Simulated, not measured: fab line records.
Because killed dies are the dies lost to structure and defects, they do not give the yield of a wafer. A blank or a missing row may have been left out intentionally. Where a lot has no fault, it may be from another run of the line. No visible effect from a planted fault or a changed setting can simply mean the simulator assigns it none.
Lot-split experiment -- flow n5-finfet -- 39 wafers read from 7 lots, route of 1938 steps

ABOUT THE SPLIT
At N5_SD_EPI_N_EPI_21 (deposits Si:P, time 690 s), the setting time-s was moved away from the recipe's 690 s on 15 of the 39 wafers read, by -18.8% to +19.0%. All remaining wafers had this setting at the recipe value.

FROM THE SPLIT TO THE READING: what the file shows between them, 6 steps
- N5_SD_EPI_N_EPI_MEAS_23
- N5_SD_EPI_N_PRECLEAN_24: cleans in O3/DIW, time 60 s
- N5_SD_EPI_N_SRD_25: time 30 s
- N5_SD_EPI_N_PRECLEAN_49: cleans in NF3:NH3, afs cycles 1, time 20 s, sublimation time 60 s
- N5_SD_ACTIVATION_RTA_00: time 0 s
- N5_SD_ACTIVATION_LSA_01: time 0.0008 s

THE READING
Measured at N5_SD_ACTIVATION_RS_MEAS_03 by four-point probe: RS_SD_N, in ohm/sq. A value of 21.82 ohm/sq with a standard deviation of 0.29 ohm/sq is what fault-free wafers of this fab line usually give.

wafer,"tool, chamber at the split","time-s as run, s",against the recipe,"RS_SD_N, ohm/sq",against lot-mates on the recipe
L076.1,"epi-rpcvd-03, 0",690,recipe,21.70,-
L076.2,"epi-rpcvd-03, 0",690,recipe,21.50,-
L076.3,"epi-rpcvd-03, 0",591.2,-14.3%,24.09,+2.56
L076.4,"epi-rpcvd-03, 0",690,recipe,21.38,-
L076.5,"epi-rpcvd-03, 0",591.2,-14.3%,23.64,+2.11
L076.6,"epi-rpcvd-03, 0",591.2,-14.3%,23.82,+2.29
L080.1,"epi-rpcvd-03, 0",690,recipe,22.31,-
L080.2,"epi-rpcvd-03, 0",614.4,-11.0%,23.97,+1.88
L080.3,"epi-rpcvd-03, 0",690,recipe,21.92,-
L080.4,"epi-rpcvd-03, 0",690,recipe,22.04,-
L080.5,"epi-rpcvd-03, 0",614.4,-11.0%,23.89,+1.80
L080.6,"epi-rpcvd-03, 0",614.4,-11.0%,23.84,+1.75
L084.1,"epi-rpcvd-03, 0",690,recipe,22.55,-
L084.2,"epi-rpcvd-03, 0",690,recipe,22.11,-
L084.6,"epi-rpcvd-03, 0",690,recipe,22.03,-
L087.1,"epi-rpcvd-01, 0",560.1,-18.8%,25.02,+3.09
L087.2,"epi-rpcvd-01, 0",690,recipe,21.98,-
L087.3,"epi-rpcvd-01, 0",560.1,-18.8%,25.28,+3.35
L087.4,"epi-rpcvd-01, 0",690,recipe,21.98,-
L087.5,"epi-rpcvd-01, 0",690,recipe,21.84,-
L087.6,"epi-rpcvd-01, 0",560.1,-18.8%,25.29,+3.36
L094.1,"epi-rpcvd-03, 0",820.8,+19.0%,19.27,-2.40
L094.2,"epi-rpcvd-03, 0",690,recipe,21.83,-
L094.3,"epi-rpcvd-03, 0",690,recipe,21.37,-
L094.4,"epi-rpcvd-03, 0",820.8,+19.0%,19.19,-2.48
L094.5,"epi-rpcvd-03, 0",690,recipe,21.82,-
L094.6,"epi-rpcvd-03, 0",820.8,+19.0%,19.10,-2.57
L095.1,"epi-rpcvd-01, 0",789.1,+14.4%,20.39,-1.54
L095.2,"epi-rpcvd-01, 0",789.1,+14.4%,20.10,-1.83
L095.3,"epi-rpcvd-01, 0",690,recipe,21.62,-
L095.4,"epi-rpcvd-01, 0",789.1,+14.4%,19.88,-2.05
L095.5,"epi-rpcvd-01, 0",690,recipe,22.20,-
L095.6,"epi-rpcvd-01, 0",690,recipe,21.96,-
L096.1,"epi-rpcvd-02, 0",690,recipe,22.16,-
L096.2,"epi-rpcvd-02, 0",690,recipe,21.83,-
L096.3,"epi-rpcvd-02, 0",690,recipe,21.99,-
L096.4,"epi-rpcvd-02, 0",690,recipe,21.79,-
L096.5,"epi-rpcvd-02, 0",690,recipe,21.88,-
L096.6,"epi-rpcvd-02, 0",690,recipe,21.75,-

FIT RESULTS
A straight line over all 39 wafers: RS_SD_N changes by -0.151 ohm/sq for each +1% of time-s; r = -0.98; the points scatter about the line by 0.3 ohm/sq.
The same after taking each lot's own level away (the mean of its wafers on the recipe; 39 wafers): -0.15 ohm/sq for each +1%; r = -0.99; scatter 0.23 ohm/sq.
According to that fit, moving time-s by its largest amount changes the reading by 2.8 ohm/sq.
The lots' own levels span 21.527 to 22.230 ohm/sq, that is 2.4 times the standard deviation above.
The two slopes are in agreement: the lot-to-lot level therefore moves the slope only a little.
Check: -2.77 ohm/sq against its lot-mates is what the line predicts for one of the wafers moved furthest among these (+19.0%) when that wafer is left out of the fit. It came out at -2.4 ohm/sq against them.

THE OTHER SPLITS THESE WAFERS WENT THROUGH
Before the reading, these wafers also passed through other splits. Each is held against what the fit with the lots' levels taken away leaves over:
other split on the same wafers,wafers away from the commonest value,r with RS_SD_N (lot level and that fit taken away)
N5_FIN_SAQP_ALD_61 temp-c,18,+0.05
N5_DUMMY_GATE_EXPOSE_12 dose-mj,15,-0.01
N5_DUMMY_GATE_ETCH_37 source-w,9,+0.30

THE WHOLE CHAIN: every reading that the file lists as answering this split, in the file's order
step,what it does,reading,change (the file's fit),r (the file's)
N5_SD_EPI_N_EPI_21,"deposits Si:P, time 690 s","Si-P_of_SD_EPI_N_EPI_21.thk-nm (the simulator's own value, which no gauge read)",+0.409 nm for each +1% of the setting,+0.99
N5_SD_EPI_N_EPI_MEAS_23,,thk-nm,withheld for each +1% of the setting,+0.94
N5_SD_EPI_N_PRECLEAN_24,"cleans in O3/DIW, time 60 s","Si-P_of_SD_EPI_N_EPI_21.thk-nm (the simulator's own value, which no gauge read)",+0.403 nm for each +1% of the setting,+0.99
N5_SD_ACTIVATION_RS_MEAS_03,measures by four-point-probe,RS_SD_N,-0.15 for each +1% of the setting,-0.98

THE FILE'S OWN FIT
RS_SD_N changes by -0.15 ohm/sq for each +1% of time-s, r = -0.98.
